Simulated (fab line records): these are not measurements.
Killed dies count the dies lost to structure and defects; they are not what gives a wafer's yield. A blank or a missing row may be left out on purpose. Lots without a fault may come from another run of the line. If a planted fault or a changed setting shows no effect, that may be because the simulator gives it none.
Chamber matching ; flow nand_harc ; NHARC_A_SGD_CUT_ETCHBACK_24 on rie_diel-10 has 4 sister chambers
The step etches the open film in CH3F/O2, target depth 50 nm, time 92.857 s. 18 wafers are shown with their chamber, then 9 later ones without.

== EACH WAFER AND ITS CHAMBER ==
wafer;chamber;showerhead_plenum_p_Torr (Torr);drypump_motor_current_A (A);rf_vpp_V (V)
L075.1;2;2.31;6.0;243.2
L075.5;0;2.60;5.4;246.2
L075.6;3;2.51;5.9;244.1
L077.2;3;2.51;5.9;244.2
L077.5;2;2.31;6.0;242.4
L077.6;3;2.51;5.9;245.2
L081.1;2;2.31;6.0;242.1
L081.2;1;2.51;6.2;243.8
L081.3;3;2.51;5.9;245.2
L080.4;0;2.60;5.3;246.8
L080.5;3;2.51;5.9;246.4
L080.6;0;2.60;5.3;244.2
L084.2;2;2.31;5.9;241.2
L084.3;0;2.60;5.4;245.6
L084.6;2;2.31;6.0;240.5
L092.1;3;2.51;5.9;244.8
L092.2;2;2.31;6.0;241.2
L092.5;1;2.50;6.2;246.2

SIGNATURES (averages over the wafers above)
reading;chamber 0;chamber 1;chamber 2;chamber 3;scatter within a chamber
showerhead_plenum_p_Torr;2.6000;2.5050;2.3100;2.5100;0.00189
drypump_motor_current_A;5.350;6.200;5.983;5.900;0.0362
rf_vpp_V;245.700;245.000;241.767;244.983;1.03
Rule: for each reading, subtract the chamber's mean from the wafer's reading, divide by that reading's scatter and square the result; add these up over the readings and take the root, which gives the wafer's distance from the chamber. If the next closest chamber is less than 2 further off than the closest, the wafer can't be placed; otherwise it belongs to the closest. How the scatter is found: for the shown wafers, subtract from each reading the mean of its chamber, square and add these, divide the total by (wafers less chambers), then take the root.

== WAFERS WITH NO CHAMBER GIVEN ==
wafer;showerhead_plenum_p_Torr (Torr);drypump_motor_current_A (A);rf_vpp_V (V)
L093.3;2.51;5.9;244.8
L093.5;2.59;5.4;247.2
L093.6;2.51;5.9;245.6
L095.2;2.31;6.0;242.2
L095.5;2.31;6.0;243.1
L095.6;2.50;6.2;245.1
L096.1;2.31;5.9;241.7
L096.5;2.31;5.9;242.5
L096.6;2.51;5.9;244.7

== THE CHAMBER EACH PASSED THROUGH ==
wafer;from the rows above;in truth
L093.3;3;3
L093.5;0;0
L093.6;3;3
L095.2;2;2
L095.5;2;2
L095.6;1;1
L096.1;2;2
L096.5;2;2
L096.6;3;3
Correct placement for 9 of the 9. From these rows, 0 cannot be placed. Wrongly placed: 0.
